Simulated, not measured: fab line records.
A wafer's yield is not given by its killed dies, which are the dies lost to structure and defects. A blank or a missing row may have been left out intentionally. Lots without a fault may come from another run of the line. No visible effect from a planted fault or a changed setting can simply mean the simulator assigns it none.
Chamber matching ; flow nandHarc ; rieDiel-11 running NHARC_P_M2_ETCH_35: 4 sister chambers
The step etches the open film in N2/H2, target depth 40 nm, overetch 12 nm, time 43.94 s. 16 wafers are shown with their chamber, then 8 later ones without.

== WAFERS WITH THEIR CHAMBER ==
wafer;chamber;rfVppV (V);oesProductAu (a.u.);throttleValvePct (%)
L076.1;0;431.6;0.983;14.176
L076.3;1;431.3;0.989;14.170
L076.4;2;429.8;0.990;14.177
L078.2;3;434.7;1.012;14.178
L078.4;2;429.1;0.987;14.177
L078.6;2;428.7;0.983;14.184
L078.1;0;430.7;0.972;14.184
L078.3;1;433.6;0.987;14.173
L078.5;3;434.4;1.016;14.149
L079.3;3;435.3;1.003;14.172
L079.5;1;431.9;0.986;14.179
L079.6;2;429.8;1.001;14.164
L083.1;1;431.4;0.987;14.161
L083.3;0;430.3;0.995;14.161
L083.5;1;433.2;0.991;14.178
L085.2;0;431.6;0.999;14.177

SIGNATURES (means of the wafers above)
reading;chamber 0;chamber 1;chamber 2;chamber 3;scatter within a chamber
rfVppV;431.050;432.280;429.350;434.800;0.767
oesProductAu;0.98725;0.98800;0.99025;1.01033;0.00781
throttleValvePct;14.17450;14.17220;14.17550;14.16633;0.00987
Rule: a wafer lies at a distance from a chamber equal to the root of the sum of squares, over the readings, of (its reading less the chamber's mean, divided by the reading's scatter). If the next closest chamber is less than 2 further off than the closest, the wafer can't be placed; otherwise it belongs to the closest. The scatter is the square root of a quotient: the sum, over the shown wafers, of each reading's squared deviation from its chamber's mean, divided by wafers minus chambers.

== WAFERS WITH NO CHAMBER GIVEN ==
wafer;rfVppV (V);oesProductAu (a.u.);throttleValvePct (%)
L085.3;431.3;0.999;14.164
L085.6;428.6;1.000;14.161
L092.4;430.2;0.997;14.159
L092.5;432.1;1.015;14.162
L092.6;429.1;0.989;14.173
L096.1;430.7;1.013;14.175
L096.4;433.4;1.027;14.162
L096.6;434.5;1.036;14.172

== WHICH CHAMBER EACH WENT THROUGH ==
wafer;from the rows above;in truth
L085.3;can't be placed: 0 or 1 or 2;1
L085.6;can't be placed: 2 or 0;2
L092.4;can't be placed: 2 or 0 or 1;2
L092.5;can't be placed: 3 or 1 or 0 or 2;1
L092.6;2;2
L096.1;can't be placed: 0 or 2 or 1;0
L096.4;3;3
L096.6;3;3
Correctly placed: 3 of 8. Unplaceable from these rows: 5, with the true chamber sitting among the candidates in 5. 0 placed wrongly.
